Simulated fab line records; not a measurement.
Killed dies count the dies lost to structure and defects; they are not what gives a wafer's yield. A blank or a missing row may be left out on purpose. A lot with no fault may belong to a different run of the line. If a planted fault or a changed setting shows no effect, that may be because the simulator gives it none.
fab line records -- flow n5_finfet -- part 2 of 2: steps 25 to 37 of 37
record: lots: 5, wafers: 15, last_day: 19
route steps=1938 shown BEOL_M12@1656 BEOL_M13@1659
lots with no fault: from the same line, run without faults
start_h: hours from the record's opening day to when the first of the lot's shown wafers began -- wait_h: how many hours have passed since the lot's step before this one -- " identical to the entry in the row above -- L1.1+2: one row covering several wafers at once -- - no value, or no start was given -- * or withheld: withheld -- < > ~ a bound
route shown NAME@n: a module of which the file shows steps, and the number in the route of the first -- usual: mean and standard deviation over wafers with no fault -- same: alike in all rows -- chamber/n: place in a boat -- sites: the reading at each site -- _std_site: standard deviation of those values -- _edge_site: mean of outer sites minus mean of inner sites -- radius_mm: how far each site lies from the wafer's centre -- mask NAME#n: copy n -- behind: tool/chamber where the wafer was last shaped -- hold: why the lot went on hold/how many hours it stayed there/how the hold came to an end -- device: which transistor (n, p or np) failed to switch -- end of line: the route-end tests of the same wafers -- for a step that has no rows: nothing shown but its recipe -- killed: not the wafer's yield, but the dies lost to structure and defects at the first sort -- map: dies across one wafer; x = killed, . = not, _ = none there
set.NAME: the setting the step ran with; set.NAME@STEP: the setting that earlier step ran with -- model.NAME: the simulator's own value behind a step, which no gauge read
certain route steps with their lots: each step a table, each wafer a row
services: a tool's chamber out of use, with start hour (start_h, from the record's first day; less than 0 if before it), hours out, and reason
== steps ==
step: N5_BEOL_M13_COAT_65
recipe: resist: SOC, temp_c: 250, time_s: 60, spin_rpm: 1500, resist_thk_nm: 350
lot.wafer,tool,chamber,start_h,wait_h
L074.1+4+6,litho_track-01,0,276.69,0.0
L077.1+2+3,litho_track-04,0,299.90,0.0
L076.1+4+6,litho_track-04,0,306.12,0.0
L086.1+3+5,litho_track-01,0,360.80,0.0
L092.1+2+6,litho_track-04,0,422.55,0.0
step: N5_BEOL_M13_COAT_66
recipe: resist: SiARC, temp_c: 220, time_s: 60, spin_rpm: 1500, resist_thk_nm: 110
lot.wafer,tool,chamber,start_h,wait_h
L074.1+4+6,litho_track-01,0,-,-
L077.1+2+3,litho_track-04,0,-,-
L076.1+4+6,litho_track-04,0,-,-
L086.1+3+5,litho_track-01,0,-,-
L092.1+2+6,litho_track-04,0,-,-
step: N5_BEOL_M13_COAT_22
recipe: spin_rpm: 2888, resist_thk_nm: 300
lot.wafer,tool,chamber,start_h,wait_h
L074.1+4+6,litho_track-01,0,-,-
L077.1+2+3,litho_track-04,0,-,-
L076.1+4+6,litho_track-04,0,-,-
L086.1+3+5,litho_track-01,0,-,-
L092.1+2+6,litho_track-04,0,-,-
step: N5_BEOL_M13_EBR_24
recipe: solvent: PGMEA, ebr_width_mm: 1.5
lot.wafer,tool,chamber,start_h,wait_h
L074.1+4+6,litho_track-01,0,-,-
L077.1+2+3,litho_track-04,0,-,-
L076.1+4+6,litho_track-04,0,-,-
L086.1+3+5,litho_track-01,0,-,-
L092.1+2+6,litho_track-04,0,-,-
step: N5_BEOL_M13_SOFTBAKE_23
recipe: temp_c: 130, time_s: 60
lot.wafer,tool,chamber,start_h,wait_h
L074.1+4+6,litho_track-01,0,-,-
L077.1+2+3,litho_track-04,0,-,-
L076.1+4+6,litho_track-04,0,-,-
L086.1+3+5,litho_track-01,0,-,-
L092.1+2+6,litho_track-04,0,-,-
step: N5_BEOL_M13_EXPOSE_25
recipe: mask_id: M13, na: 0.93, source_shape: conventional, sigma_outer: 0.4, polarization: unpolarized, target_cd_nm: 210, dose_mj: 22
lot.wafer,tool,chamber,start_h,wait_h,mask
L074.1+4+6,krf_scanner-01,0,276.93,-,M13#0
L077.1+2+3,krf_scanner-01,0,300.14,-,M13#0
L076.1+4+6,krf_scanner-02,0,306.24,-,M13#0
L086.1+3+5,krf_scanner-02,0,360.91,-,M13#0
L092.1+2+6,krf_scanner-02,0,422.67,-,M13#0
step: N5_BEOL_M13_PEB_26
recipe: peb_temp_c: 130, peb_time_s: 90
lot.wafer,tool,chamber,start_h,wait_h
L074.1+4+6,litho_track-01,0,276.99,0.1
L077.1+2+3,litho_track-04,0,300.20,0.1
L076.1+4+6,litho_track-04,0,306.29,0.1
L086.1+3+5,litho_track-04,0,360.97,0.1
L092.1+2+6,litho_track-04,0,422.73,0.1
step: N5_BEOL_M13_DEVELOP_27
recipe: develop_time_s: 45, rinse_liquid: diw, dry: air_spin, dev_temp_c: 21
lot.wafer,tool,chamber,start_h,wait_h
L074.1+4+6,litho_track-01,0,-,-
L077.1+2+3,litho_track-04,0,-,-
L076.1+4+6,litho_track-04,0,-,-
L086.1+3+5,litho_track-04,0,-,-
L092.1+2+6,litho_track-04,0,-,-
step: N5_BEOL_M13_HARDBAKE_32
recipe: temp_c: 130, time_s: 120
lot.wafer,tool,chamber,start_h,wait_h
L074.1+4+6,litho_track-01,0,-,-
L077.1+2+3,litho_track-04,0,-,-
L076.1+4+6,litho_track-04,0,-,-
L086.1+3+5,litho_track-04,0,-,-
L092.1+2+6,litho_track-04,0,-,-
step: N5_BEOL_M13_CD_MEAS_28
recipe: target_cd_nm: 209.5, landing_energy_ev: 500, detector: se_inlens
usual: cd_nm: 209.1/1
lot.wafer,tool,chamber,start_h,wait_h,cd_nm
L074.1,cd_sem-02,0,277.10,-,210.2
L074.4,cd_sem-02,0,277.10,-,209.6
L074.6,cd_sem-02,0,277.10,-,209.1
L077.1,cd_sem-02,0,300.31,-,209.0
L077.2,cd_sem-02,0,300.31,-,208.0
L077.3,cd_sem-02,0,300.31,-,208.2
L076.1,cd_sem-03,0,306.41,-,209.0
L076.4,cd_sem-03,0,306.41,-,209.7
L076.6,cd_sem-03,0,306.41,-,209.5
L086.1,cd_sem-02,0,361.09,-,208.1
L086.3,cd_sem-02,0,361.09,-,207.2
L086.5,cd_sem-02,0,361.09,-,207.3
L092.1,cd_sem-01,0,422.85,-,207.7
L092.2,cd_sem-01,0,422.85,-,208.4
L092.6,cd_sem-01,0,422.85,-,207.9
step: N5_BEOL_M13_OVL_MEAS_29
recipe: points_per_wafer: 44
usual: M13_OVL: -3/4.9
same: points_per_wafer: 44
lot.wafer,tool,chamber,start_h,wait_h,M13_OVL[nm]
L074.1,overlay-02,0,277.13,0.0,-9
L074.4,overlay-02,0,277.13,0.0,5
L074.6,overlay-02,0,277.13,0.0,7
L077.1,overlay-01,0,300.34,0.0,-1
L077.2,overlay-01,0,300.34,0.0,-1
L077.3,overlay-01,0,300.34,0.0,-6
L076.1,overlay-02,0,306.44,0.0,-8
L076.4,overlay-02,0,306.44,0.0,-9
L076.6,overlay-02,0,306.44,0.0,-6
L086.1,overlay-01,0,361.12,0.0,-1
L086.3,overlay-01,0,361.12,0.0,-2
L086.5,overlay-01,0,361.12,0.0,-11
L092.1,overlay-01,0,422.88,0.0,-8
L092.2,overlay-01,0,422.88,0.0,-8
L092.6,overlay-01,0,422.88,0.0,-4
step: N5_BEOL_M13_INSPECT_30
recipe: mode: adi, inspect_instrument: macro
usual: raw_defect_count: 2.2/1.5
lot.wafer,tool,chamber,start_h,wait_h,raw_defect_count
L074.1,defect_inspect-01,-,277.16,0.0,2
L074.4,defect_inspect-01,-,277.16,0.0,3
L074.6,defect_inspect-01,-,277.16,0.0,3
L077.1,defect_inspect-02,-,300.37,0.0,2
L077.2,defect_inspect-02,-,300.37,0.0,0
L077.3,defect_inspect-02,-,300.37,0.0,4
L076.1,defect_inspect-02,-,306.46,0.0,3
L076.4,defect_inspect-02,-,306.46,0.0,2
L076.6,defect_inspect-02,-,306.46,0.0,5
L086.1,defect_inspect-01,-,361.14,0.0,2
L086.3,defect_inspect-01,-,361.14,0.0,0
L086.5,defect_inspect-01,-,361.14,0.0,1
L092.1,defect_inspect-01,-,422.90,0.0,1
L092.2,defect_inspect-01,-,422.90,0.0,1
L092.6,defect_inspect-01,-,422.90,0.0,2
step: N5_BEOL_M13_DESCUM_33
recipe: chemistry: O2, time_s: 7.9, source_power_w: 50, bias_power_w: 20, pressure_mtorr: 20, rf_frequency_hz: 2.712e+07, temp_c: 40, o2_flow_sccm: 225
usual: drypump_motor_current_A: 5.3/0.43, oes_product_au: 0.77/0.083, rf_fwd_power_W: 49.44/0.25, rf_vpp_V: 244.0/1.1, showerhead_plenum_p_Torr: 2.15/0.041, throttle_valve_pct: 20.42/0.22
lot.wafer,tool,chamber,start_h,wait_h,drypump_motor_current_A,oes_product_au,rf_fwd_power_W,rf_hours_counter_h,rf_vpp_V,showerhead_plenum_p_Torr,throttle_valve_pct
L074.1,rie_diel-02,2,277.19,0.0,4.8,0.80,49.45,102,245.0,2.20,20.88
L074.4,rie_diel-02,3,277.19,0.0,5.5,0.80,49.61,105,243.0,2.19,20.19
L074.6,rie_diel-02,1,277.19,0.0,5.1,0.74,49.88,-,243.2,2.18,20.25
L077.1,rie_diel-01,1,300.40,0.0,5.8,0.94,48.98,7,244.3,2.14,20.40
L077.2,rie_diel-01,3,300.40,0.0,4.7,0.71,48.99,204,244.7,2.16,20.28
L077.3,rie_diel-01,0,300.40,0.0,5.5,0.72,49.65,179,243.7,2.17,20.30
L076.1,rie_diel-01,0,306.55,0.1,5.5,0.72,49.54,181,243.4,2.17,20.30
L076.4,rie_diel-01,2,306.55,0.1,4.9,0.73,49.48,188,243.2,2.09,20.69
L076.6,rie_diel-01,1,306.55,0.1,5.7,0.94,49.16,-,243.8,2.14,20.40
L086.1,rie_diel-02,3,361.18,0.0,5.5,0.77,49.65,127,243.7,2.18,20.22
L086.3,rie_diel-02,2,361.18,0.0,4.8,0.79,49.78,119,245.1,2.19,20.91
L086.5,rie_diel-02,1,361.18,0.0,5.1,0.71,49.47,-,244.6,2.17,20.29
L092.1,rie_diel-02,3,423.29,0.4,5.5,0.74,49.75,147,244.3,2.17,20.25
L092.2,rie_diel-02,1,423.29,0.4,5.0,0.71,49.53,225,244.4,2.16,20.32
L092.6,rie_diel-02,3,423.29,0.4,5.5,0.75,49.80,-,243.1,2.17,20.25
== services ==
tool,chamber,start_h,hours,kind
krf_scanner-01,-,251.67,0.8,pm
pecvd-02,2,255.76,6.7,repair
pecvd-03,1,271.19,2.1,repair
pecvd-03,0,276.97,8.1,repair
krf_scanner-02,-,278.33,1.0,pm
plasma_asher-02,-,288.87,28.1,pm
pecvd-04,-,289.99,14.6,pm
krf_scanner-02,-,290.76,1.3,pm
rie_diel-01,1,291.76,3.0,repair
rie_diel-02,2,294.86,20.4,repair
pecvd-04,-,309.82,0.5,repair
krf_scanner-01,-,310.03,1.0,pm
wet_bench-04,-,336.57,1.6,repair
rie_diel-01,3,342.61,28.4,repair
rie_diel-01,-,343.93,0.2,repair
rie_diel-02,3,351.99,7.2,repair
wet_bench-04,-,354.21,38.8,repair
pecvd-04,2,358.74,6.5,repair
pecvd-02,0,381.77,2.6,repair
rie_diel-01,-,383.87,4.3,pm
krf_scanner-02,-,393.68,4.0,pm
rie_diel-04,2,404.85,1.6,repair
rie_diel-02,2,407.57,1.4,repair
rie_diel-01,-,413.97,2.1,repair
